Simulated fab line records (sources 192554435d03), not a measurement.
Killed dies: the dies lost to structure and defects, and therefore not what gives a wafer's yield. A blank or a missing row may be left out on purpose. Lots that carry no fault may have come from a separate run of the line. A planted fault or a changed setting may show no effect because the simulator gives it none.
Struck lot and sound lot, side by side | flow n5_finfet | 15 out of 1938 route steps
Sound: wafers L778.2, L778.4, L778.6. Struck: wafer L779.2 (left out: L779.5, L779.6 of the same lot, which were not struck); the cause appears at the end.
Order at every step that has rows: each side's tool, ch and its chambers, its first start. Under that, the readings that differ: sound wafers | struck wafers | difference of the means | sigmas: that difference in standard deviations of wafers without a fault.
alike: words and numbers the same on both sides, and readings whose means are apart by under 2 such deviations; not compared: readings that were withheld, readings missing a value for some wafer, numbers with overlapping values and no deviation given by the record, and bounds like >300 which may hide the same value.
The two part at a step that has a row with sigmas, a row that says differs or no value, or rows on one side only. Numbers that don't overlap but have no deviation are shown without sigmas and don't part them. A reading that every wafer of one side lacks parts them only if that side has two wafers or more.

first, 8 steps without rows for these wafers: N5_PASSIVATION_HMDS_37 (time 60 s); N5_PASSIVATION_COAT_38; N5_PASSIVATION_EBR_40; N5_PASSIVATION_SOFTBAKE_39 (time 120 s); N5_PASSIVATION_EXPOSE_41 (exposes mask PASS OPEN, defocus 0 nm, target cd 40000 nm); N5_PASSIVATION_PEB_42; N5_PASSIVATION_DEVELOP_43 (develop time 60 s); N5_PASSIVATION_HARDBAKE_45 (time 120 s).
N5_PASSIVATION_CD_MEAS_44 targets a cd of 40000 nm.
  sound on cd_sem-03 ch 0, day 16 01:19; struck on cd_sem-03 ch 0, day 16 11:55
  alike: cd_nm
N5_PASSIVATION_OVL_MEAS_66:
  sound on overlay-01 ch 0, day 16 01:21; struck on overlay-01 ch 0, day 16 11:56
  alike: PASS_OPEN_OVL
N5_PASSIVATION_INSPECT_67: inspects for defects (macro).
  sound: defect_inspect-01 at day 16 01:22; struck: defect_inspect-02 at day 16 11:58
  alike: raw_defect_count
N5_PASSIVATION_DESCUM_46: chemistry O2, time 7.9 s.
  sound on rie_diel-01 ch 0,2,3, day 16 01:25; struck on rie_diel-01 ch 1, day 16 12:00
  alike: drypump_motor_current_A, o2_flow_sccm, oes_product_au, rf_vpp_V, showerhead_plenum_p_Torr, throttle_valve_pct
  not compared: rf_hours_counter_h
N5_PASSIVATION_PASS_ETCH_47: etches SiNx in CF4/O2, target depth 770 nm, time 385 s.
  sound on rie_diel-01 ch 0,2,3, day 16 01:26; struck on rie_diel-01 ch 1, day 16 12:02
  reading                  | sound             | struck | difference | sigmas
  rf_vpp_V (V)             | 244 247 244       | 254    | +9         | +2
  run_length_s (s)         | 408.2 408.1 408.7 | 386.0  | -22.3      | -59
  model.etch.depth_nm (nm) | 785.8 755.2 787.2 | 707.1  | -69.0      |
  alike: drypump_motor_current_A, oes_product_au, showerhead_plenum_p_Torr, throttle_valve_pct
  not compared: rf_hours_counter_h
N5_PASSIVATION_ETCH_54: etches SiO2 in CHF3/O2, target depth 880 nm, time 440 s.
  sound on rie_diel-01 ch 0,2,3, day 16 01:40; struck on rie_diel-01 ch 1, day 16 12:16
  alike: drypump_motor_current_A, oes_product_au, rf_vpp_V, showerhead_plenum_p_Torr, throttle_valve_pct
  not compared: rf_hours_counter_h
N5_PASSIVATION_PROBE_49:
  record: rows for the struck wafers here (prober-01, day 16 15:08), none for the sound ones

WHERE THEY PART
First at N5_PASSIVATION_PASS_ETCH_47; last, within this record, at N5_PASSIVATION_PROBE_49.

WHY: the cause the simulator had injected
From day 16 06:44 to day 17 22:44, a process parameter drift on rie_diel-01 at N5_PASSIVATION_PASS_ETCH_47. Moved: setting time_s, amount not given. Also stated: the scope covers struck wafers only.
